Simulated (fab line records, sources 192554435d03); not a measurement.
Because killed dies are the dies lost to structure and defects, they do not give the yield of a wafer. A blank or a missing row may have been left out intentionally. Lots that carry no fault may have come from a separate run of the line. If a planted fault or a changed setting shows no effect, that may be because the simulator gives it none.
Which tool did it? | flow n5-finfet | 24 lots with 72 wafers sampled at 4 steps, on a route of 1938 steps

== WHAT THE GAUGES SHOWED, per wafer ==
N5_BEOL_M9_OVL_MEAS_29. Usual: V8_OVL gives 0.5 nm (standard deviation 0.74).
lot  | measured     | on         | V8_OVL (nm)    | flag
L075 | day 10 05:18 | overlay-01 | 1.3 0.8 0.3    |
L074 | day 10 09:35 | overlay-02 | 0.0 0.2 0.5    |
L076 | day 10 12:05 | overlay-02 | -0.4 -0.1 0.5  |
L077 | day 10 14:18 | overlay-01 | 0.7 0.3 0.1    |
L078 | day 10 17:00 | overlay-02 | 1.7 1.3 1.5    |
L079 | day 10 21:09 | overlay-01 | 1.5 1.7 1.4    |
L080 | day 11 13:10 | overlay-01 | 0.3 0.3 -0.1   |
L081 | day 11 18:08 | overlay-01 | -0.2 0.5 0.2   |
L082 | day 12 07:17 | overlay-01 | 1.3 0.5 -0.1   |
L083 | day 12 10:34 | overlay-01 | 0.4 0.3 1.3    |
L084 | day 12 18:07 | overlay-01 | 1.6 1.6 2.0    |
L085 | day 12 19:56 | overlay-01 | -0.2 0.4 0.6   |
L087 | day 13 06:28 | overlay-01 | 1.4 0.4 -0.4   |
L088 | day 13 09:39 | overlay-02 | -0.1 1.4 -0.2  |
L089 | day 13 12:00 | overlay-01 | 0.0 -0.5 1.3   |
L086 | day 13 13:32 | overlay-01 | 0.9 0.6 0.3    |
L090 | day 13 18:14 | overlay-01 | 0.0 0.7 0.8    |
L092 | day 14 06:01 | overlay-01 | 0.7 0.7 0.4    |
L091 | day 14 10:35 | overlay-01 | 0.0 0.6 0.2    |
L093 | day 14 23:13 | overlay-01 | 0.5 0.3 -0.1   |
L095 | day 14 23:07 | overlay-02 | -1.7 -1.0 0.3  |
L094 | day 14 23:32 | overlay-02 | 1.2 1.0 1.7    |
L096 | day 15 05:26 | overlay-01 | -0.7 -0.1 -0.2 |
L097 | day 15 12:09 | overlay-02 | 0.2 0.3 0.7    |

N5_BEOL_M9_CD_MEAS_35: target cd 70 nm, target cd y 40 nm. Usual: 69.8 nm for cd-nm, sd 0.54.
lot  | measured     | on        | cd-nm (nm)     | flag
L075 | day 10 05:59 | cd-sem-03 | 70.1 70.1 69.7 |
L074 | day 10 10:16 | cd-sem-01 | 70.1 69.8 70.5 |
L076 | day 10 12:46 | cd-sem-03 | 70.0 70.4 70.7 |
L077 | day 10 15:02 | cd-sem-01 | 69.0 69.0 69.8 |
L078 | day 10 17:41 | cd-sem-01 | 69.9 70.1 70.0 |
L079 | day 10 21:51 | cd-sem-02 | 68.9 69.4 69.3 |
L080 | day 11 13:52 | cd-sem-03 | 69.2 69.1 69.5 |
L081 | day 11 18:53 | cd-sem-03 | 69.4 69.6 69.9 |
L082 | day 12 08:41 | cd-sem-01 | 69.4 69.0 69.3 |
L083 | day 12 12:06 | cd-sem-03 | 70.6 69.7 70.1 |
L084 | day 12 20:34 | cd-sem-03 | 69.5 69.6 69.7 |
L085 | day 12 23:11 | cd-sem-03 | 69.9 70.1 70.4 |
L087 | day 13 07:23 | cd-sem-02 | 69.6 70.2 69.4 |
L088 | day 13 10:21 | cd-sem-02 | 69.7 70.1 70.3 |
L089 | day 13 12:42 | cd-sem-01 | 69.6 69.2 69.8 |
L086 | day 13 14:14 | cd-sem-03 | 69.2 70.1 70.0 |
L090 | day 13 19:02 | cd-sem-01 | 69.3 70.0 69.8 |
L092 | day 14 06:58 | cd-sem-03 | 69.4 69.9 68.9 |
L091 | day 14 11:19 | cd-sem-01 | 70.8 71.0 69.8 |
L093 | day 15 00:15 | cd-sem-03 | 71.0 70.3 70.3 |
L095 | day 14 23:49 | cd-sem-02 | 69.3 69.0 69.2 |
L094 | day 15 00:16 | cd-sem-01 | 69.9 69.7 70.3 |
L096 | day 15 06:16 | cd-sem-01 | 69.9 70.1 70.1 |
L097 | day 15 12:51 | cd-sem-03 | 69.3 68.9 69.7 |

== TOOL THAT RAN EACH LOT (tool first, then ch and the chambers of the sampled wafers, then the start) ==
lot  | N5_BEOL_M9_STRIP_19                | N5_BEOL_M9_DESCUM_33
L075 | rie-diel-02 ch 1,2, day 10 04:33   | rie-diel-04 ch 0,1,3, day 10 05:23
L074 | rie-diel-06 ch 0,3, day 10 08:07   | rie-diel-02 ch 0,2, day 10 09:40
L076 | rie-diel-06 ch 0,2, day 10 11:32   | rie-diel-06 ch 0,2, day 10 12:10
L077 | rie-diel-06 ch 0,2, day 10 12:58   | rie-diel-02 ch 0,1,2, day 10 14:26
L078 | rie-diel-02 ch 0,1,2, day 10 16:28 | rie-diel-04 ch 2,3, day 10 17:04
L079 | rie-diel-02 ch 0,2, day 10 19:16   | rie-diel-02 ch 0,1, day 10 21:14
L080 | rie-diel-06 ch 1,2, day 11 12:31   | rie-diel-04 ch 0,1, day 11 13:15
L081 | rie-diel-02 ch 0,1, day 11 16:45   | rie-diel-06 ch 1,3, day 11 18:17
L082 | rie-diel-04 ch 0,1,2, day 12 05:27 | rie-diel-06 ch 0,1,2, day 12 08:05
L083 | rie-diel-02 ch 0,1,2, day 12 10:10 | rie-diel-06 ch 0,1,3, day 12 11:29
L084 | rie-diel-06 ch 0,1,3, day 12 17:43 | rie-diel-02 ch 0,1,2, day 12 19:57
L085 | rie-diel-02 ch 1,3, day 12 19:24   | rie-diel-06 ch 0,2, day 12 22:34
L087 | rie-diel-02 ch 1,2, day 13 06:03   | rie-diel-06 ch 0,1,2, day 13 06:46
L088 | rie-diel-02 ch 0,1,2, day 13 07:14 | rie-diel-06 ch 0,2,3, day 13 09:44
L089 | rie-diel-04 ch 0,1,2, day 13 11:23 | rie-diel-02 ch 0,2, day 13 12:05
L086 | rie-diel-06 ch 1,3, day 13 11:37   | rie-diel-06 ch 0,1,3, day 13 13:37
L090 | rie-diel-02 ch 0,3, day 13 17:41   | rie-diel-02 ch 0,2,3, day 13 18:19
L092 | rie-diel-06 ch 1,3, day 14 05:36   | rie-diel-02 ch 2,3, day 14 06:20
L091 | rie-diel-04 ch 1,2,3, day 14 08:41 | rie-diel-06 ch 1,2,3, day 14 10:43
L093 | rie-diel-06 ch 1,3, day 14 21:23   | rie-diel-02 ch 0,1,2, day 14 23:38
L095 | rie-diel-06 ch 0,1,3, day 14 21:25 | rie-diel-02 ch 0,1,3, day 14 23:12
L094 | rie-diel-02 ch 0,1,2, day 14 22:06 | rie-diel-04 ch 0,1,3, day 14 23:38
L096 | rie-diel-04 ch 0,1, day 15 04:54   | rie-diel-04 ch 0,1, day 15 05:39
L097 | rie-diel-02 ch 0,1,3, day 15 11:30 | rie-diel-02 ch 0,3, day 15 12:13
- N5_BEOL_M9_STRIP_19: strips in O2.
- N5_BEOL_M9_DESCUM_33: chemistry O2, time 7 s.

== AS READ BY THE TOOLS THEMSELVES (means over the sampled wafers that have a number; for cases with no such wafer, the mark the record gives instead) ==
N5_BEOL_M9_STRIP_19. Usual: drypump-motor-current-A 5.84 A, standard deviation 0.27; o2-flow-sccm 225.1 sccm, standard deviation 0.65; oes-product-au 0.79 a.u., standard deviation 0.093; rf-vpp-V 3.7 V, standard deviation 0.61; showerhead-plenum-p-Torr 2.10 Torr, standard deviation 0.061; throttle-valve-pct 16.77 %, standard deviation 0.26.
lot  | tool        | drypump-motor-current-A (A) | o2-flow-sccm (sccm) | oes-product-au (a.u.) | rf-vpp-V (V) | showerhead-plenum-p-Torr (Torr) | throttle-valve-pct (%) | flag
L075 | rie-diel-02 | 5.71                        | 225.2               | 0.73                  | 3.8          | 2.05                            | 16.88                  |
L074 | rie-diel-06 | 5.94                        | 225.2               | 0.71                  | 3.8          | 2.11                            | 17.01                  |
L076 | rie-diel-06 | 5.80                        | 226.0               | 0.70                  | 4.6          | 2.16                            | 16.92                  |
L077 | rie-diel-06 | 5.79                        | 226.0               | 0.71                  | 3.4          | 2.16                            | 16.92                  |
L078 | rie-diel-02 | 5.78                        | 224.6               | 0.74                  | 3.2          | 2.06                            | 16.84                  |
L079 | rie-diel-02 | 5.83                        | 224.5               | 0.75                  | 3.9          | 2.07                            | 16.82                  |
L080 | rie-diel-06 | 5.90                        | 224.3               | 0.88                  | 3.6          | 2.16                            | 16.52                  |
L081 | rie-diel-02 | 6.04                        | 225.4               | 0.72                  | 2.9          | 2.08                            | 16.96                  |
L082 | rie-diel-04 | 5.97                        | 225.5               | 0.84                  | 3.5          | 2.15                            | 16.63                  |
L083 | rie-diel-02 | 5.77                        | 225.5               | 0.73                  | 3.2          | 2.06                            | 16.89                  |
L084 | rie-diel-06 | 5.98                        | 225.2               | 0.88                  | 3.4          | 2.11                            | 16.63                  |
L085 | rie-diel-02 | 5.69                        | 225.4               | 0.88                  | 3.1          | 2.11                            | 16.67                  |
L087 | rie-diel-02 | 5.50                        | 224.8               | 0.72                  | 4.0          | 2.03                            | 16.78                  |
L088 | rie-diel-02 | 5.76                        | 225.5               | 0.72                  | 3.0          | 2.05                            | 16.90                  |
L089 | rie-diel-04 | 5.97                        | 224.8               | 0.83                  | 4.3          | 2.15                            | 16.65                  |
L086 | rie-diel-06 | 6.01                        | 225.1               | 0.86                  | 3.8          | 2.11                            | 16.54                  |
L090 | rie-diel-02 | 5.76                        | 225.4               | 0.87                  | 3.9          | 2.12                            | 16.65                  |
L092 | rie-diel-06 | 6.09                        | 225.0               | 0.81                  | 3.4          | 2.06                            | 16.72                  |
L091 | rie-diel-04 | 5.83                        | 225.2               | 0.81                  | 4.0          | 2.11                            | 16.63                  |
L093 | rie-diel-06 | 6.11                        | 225.6               | 0.81                  | 3.6          | 2.06                            | 16.73                  |
L095 | rie-diel-06 | 5.98                        | 225.1               | 0.84                  | 3.5          | 2.10                            | 16.65                  |
L094 | rie-diel-02 | 5.78                        | 225.0               | 0.79                  | 4.1          | 2.05                            | 16.76                  |
L096 | rie-diel-04 | 5.98                        | 224.8               | 0.78                  | 3.5          | 2.19                            | 17.00                  |
L097 | rie-diel-02 | 5.85                        | 225.1               | 0.85                  | 4.2          | 2.09                            | 16.71                  |

N5_BEOL_M9_DESCUM_33. Usual: drypump-motor-current-A 5.83 A, standard deviation 0.27; o2-flow-sccm 225.0 sccm, standard deviation 0.63; oes-product-au 0.80 a.u., standard deviation 0.095; rf-vpp-V 243.2 V, standard deviation 1.3; showerhead-plenum-p-Torr 2.10 Torr, standard deviation 0.062; throttle-valve-pct 20.51 %, standard deviation 0.25.
lot  | tool        | drypump-motor-current-A (A) | o2-flow-sccm (sccm) | oes-product-au (a.u.) | rf-vpp-V (V) | showerhead-plenum-p-Torr (Torr) | throttle-valve-pct (%) | flag
L075 | rie-diel-04 | 5.85                        | 225.4               | 0.80                  | 243.7        | 2.16                            | 20.69                  |
L074 | rie-diel-02 | 5.82                        | 224.8               | 0.76                  | 241.7        | 2.07                            | 20.59                  |
L076 | rie-diel-06 | 5.79                        | 225.2               | 0.71                  | 244.2        | 2.16                            | 20.64                  |
L077 | rie-diel-02 | 5.76                        | 224.7               | 0.73                  | 242.2        | 2.06                            | 20.61                  |
L078 | rie-diel-04 | 5.66                        | 224.8               | 0.83                  | 242.0        | 2.05                            | 20.10                  |
L079 | rie-diel-02 | 6.02                        | 223.9               | 0.73                  | 243.2        | 2.08                            | 20.74                  |
L080 | rie-diel-04 | 6.10                        | 224.5               | 0.86                  | 243.8        | 2.21                            | 20.65                  |
L081 | rie-diel-06 | 6.10                        | 224.6               | 0.84                  | 242.2        | 2.06                            | 20.45                  |
L082 | rie-diel-06 | 5.85                        | 224.5               | 0.87                  | 244.0        | 2.15                            | 20.40                  |
L083 | rie-diel-06 | 5.98                        | 225.1               | 0.89                  | 243.1        | 2.10                            | 20.42                  |
L084 | rie-diel-02 | 5.75                        | 224.9               | 0.71                  | 242.9        | 2.05                            | 20.64                  |
L085 | rie-diel-06 | 5.80                        | 225.2               | 0.77                  | 244.3        | 2.15                            | 20.54                  |
L087 | rie-diel-06 | 5.85                        | 225.2               | 0.84                  | 244.2        | 2.15                            | 20.41                  |
L088 | rie-diel-06 | 5.92                        | 224.8               | 0.79                  | 243.7        | 2.10                            | 20.57                  |
L089 | rie-diel-02 | 5.56                        | 225.2               | 0.74                  | 241.9        | 2.03                            | 20.51                  |
L086 | rie-diel-06 | 5.96                        | 225.2               | 0.85                  | 243.5        | 2.10                            | 20.42                  |
L090 | rie-diel-02 | 5.68                        | 225.0               | 0.80                  | 242.6        | 2.08                            | 20.48                  |
L092 | rie-diel-02 | 5.41                        | 225.0               | 0.80                  | 241.8        | 2.05                            | 20.35                  |
L091 | rie-diel-06 | 5.97                        | 225.0               | 0.79                  | 243.6        | 2.10                            | 20.47                  |
L093 | rie-diel-02 | 5.76                        | 225.2               | 0.79                  | 241.8        | 2.04                            | 20.53                  |
L095 | rie-diel-02 | 5.86                        | 225.0               | 0.86                  | 243.9        | 2.08                            | 20.50                  |
L094 | rie-diel-04 | 5.85                        | 224.6               | 0.76                  | 243.8        | 2.15                            | 20.73                  |
L096 | rie-diel-04 | 5.97                        | 226.0               | 0.77                  | 244.7        | 2.18                            | 20.76                  |
L097 | rie-diel-02 | 5.93                        | 225.2               | 0.77                  | 243.4        | 2.09                            | 20.62                  |

== THE ANSWER, worked out from the rows above alone ==
Rule: take the mean of a lot's wafers that have a number; if it is more than 3 standard deviations from the usual mean, the lot is off. A lot without any number at a reading at which 4 lots or more have one is off too. The other lots that the step has rows for count as sound. The gauges are gone through in route order, then the tools' own readings, and for those a lot's mean is taken as printed above. At the first step where some lot is off, the reading lying furthest off is the one used; lots without a number count as furthest.
No lot is off on any of the readings shown, so nothing can be concluded from this.

== WHAT WAS PUT IN BY THE SIMULATOR ==
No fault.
